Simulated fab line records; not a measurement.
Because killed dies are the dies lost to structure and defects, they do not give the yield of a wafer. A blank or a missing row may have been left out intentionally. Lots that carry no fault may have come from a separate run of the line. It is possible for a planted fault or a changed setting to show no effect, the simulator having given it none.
Struck lot and sound lot, side by side | flow n5-finfet | 16 steps out of a route of 1938
Sound: wafers L932.1, L932.3, L932.6. Wafers L940.3, L940.5, L940.6 were the ones struck. The cause is named last.
Per side, at each step with rows, come the tool, then ch with its chambers, and then its first start. Under that, the readings that differ: sound wafers | struck wafers | difference of the means | sigmas: that difference in standard deviations of wafers without a fault.
alike: readings with means less than 2 such deviations apart, plus words and numbers identical on both sides. not compared: withheld readings, readings lacking a value on some wafer, bounds such as >300 that could conceal the same value, and numbers that have no deviation in the record and whose values overlap.
The two part at a step that has a row with sigmas, a row that says differs or no value, or rows on one side only. Numbers that have no deviation but don't overlap get no sigmas and don't part them. A reading that every wafer of one side lacks parts them only if that side has two wafers or more.

first, 4 steps without rows for these wafers: N5_BEOL_M1_SPUTTER_48 (material Cu, target thk 4.5 nm, time 8.29 s); N5_BEOL_M1_ANNEAL_49 (time 240 s); N5_BEOL_M1_SPUTTER_79 (material Cu, target thk 4.5 nm, time 8.29 s); N5_BEOL_M1_ANNEAL_80 (time 240 s).
N5_BEOL_M1_SPUTTER_81: material Cu, target thk 4.5 nm, time 8.29 s.
  sound: pvd-sputter-01 at day 9 00:04; struck: pvd-sputter-03 at day 11 01:15
  alike: chamber-pressure-pa, chuck-gas-flow-sccm, throttle-valve-pct
N5_BEOL_M1_ANNEAL_82: time 240 s.
  sound: pvd-sputter-01 at day 9 00:08; struck: pvd-sputter-03 at day 11 01:20
  alike: heater-power-w
N5_BEOL_M1_SPUTTER_86: material Cu, target thk 4.5 nm, time 8.29 s.
  sound: pvd-sputter-01 at day 9 00:17; struck: pvd-sputter-03 at day 11 01:28
  alike: chamber-pressure-pa, chuck-gas-flow-sccm, throttle-valve-pct
then, 1 step without rows for these wafers: N5_BEOL_M1_ANNEAL_87 (time 240 s).
N5_BEOL_M1_SPUTTER_88: material Cu, target thk 4.5 nm, time 8.29 s.
  sound: pvd-sputter-01 at day 9 00:30; struck: pvd-sputter-03 at day 11 01:41
  alike: chamber-pressure-pa, chuck-gas-flow-sccm, throttle-valve-pct
then, 3 steps without rows for these wafers: N5_BEOL_M1_ANNEAL_89 (time 240 s); N5_BEOL_M1_SPUTTER_90 (material Cu, target thk 4.5 nm, time 8.29 s); N5_BEOL_M1_ANNEAL_91 (time 240 s).
N5_BEOL_M1_SPUTTER_92: material Cu, target thk 4.5 nm, time 8.29 s.
  sound: pvd-sputter-01 at day 9 00:56; struck: pvd-sputter-03 at day 11 02:08
  reading                  | sound                   | struck                  | difference | sigmas
  chamber-pressure-pa (Pa) | 0.07024 0.07006 0.06981 | 0.07421 0.07398 0.07415 | +0.00408   | +25
  throttle-valve-pct (%)   | 30.7 30.4 30.4          | 28.4 28.0 29.6          | -1.8       | -2
  alike: chuck-gas-flow-sccm
N5_BEOL_M1_ANNEAL_93: time 240 s.
  sound: pvd-sputter-01 at day 9 01:01; struck: pvd-sputter-03 at day 11 02:13
  alike: heater-power-w
N5_BEOL_M4_RC_MEAS_101:
  sound on prober-02 ch 0, day 10 11:11; struck on prober-02 ch 0, day 12 16:58
  alike: DIBL_N, DIBL_P, IOFF_N, IOFF_P, ION_N, ION_P, SS_N, SS_P, VT_N, VT_P
-- a jump in the record: the struck wafers' starts before and after are 4 days apart (it breaks off in module BEOL_M4 and resumes in module PASSIVATION, where the first step shown is number 1936 of the route) --
N5_PASSIVATION_PROBE_49:
  sound: prober-02 at day 14 21:06; struck: prober-02 at day 17 03:20
  alike: defect-limited-yield, killed_at_M0_to_M3, killed_at_M4_up, killed-at-contacts, killed-at-front-end, killed-at-other, killed-dies, killed-open, killed-short, sort_bin_5_function, sort_bin_6_memory, sort-n-pass, sort-yield-pct

## WHERE THEY PART
At N5_BEOL_M1_SPUTTER_92 and nowhere else, as far as this record goes. Later steps at which nothing parts them and some readings are alike: N5_BEOL_M1_ANNEAL_93, N5_BEOL_M4_RC_MEAS_101, N5_PASSIVATION_PROBE_49.

WHY: what the simulator had put in
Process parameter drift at N5_BEOL_M1_SPUTTER_92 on pvd-sputter-03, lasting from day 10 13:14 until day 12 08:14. From 0.07, the setting chamber-pressure-pa moved by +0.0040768. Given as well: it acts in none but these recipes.
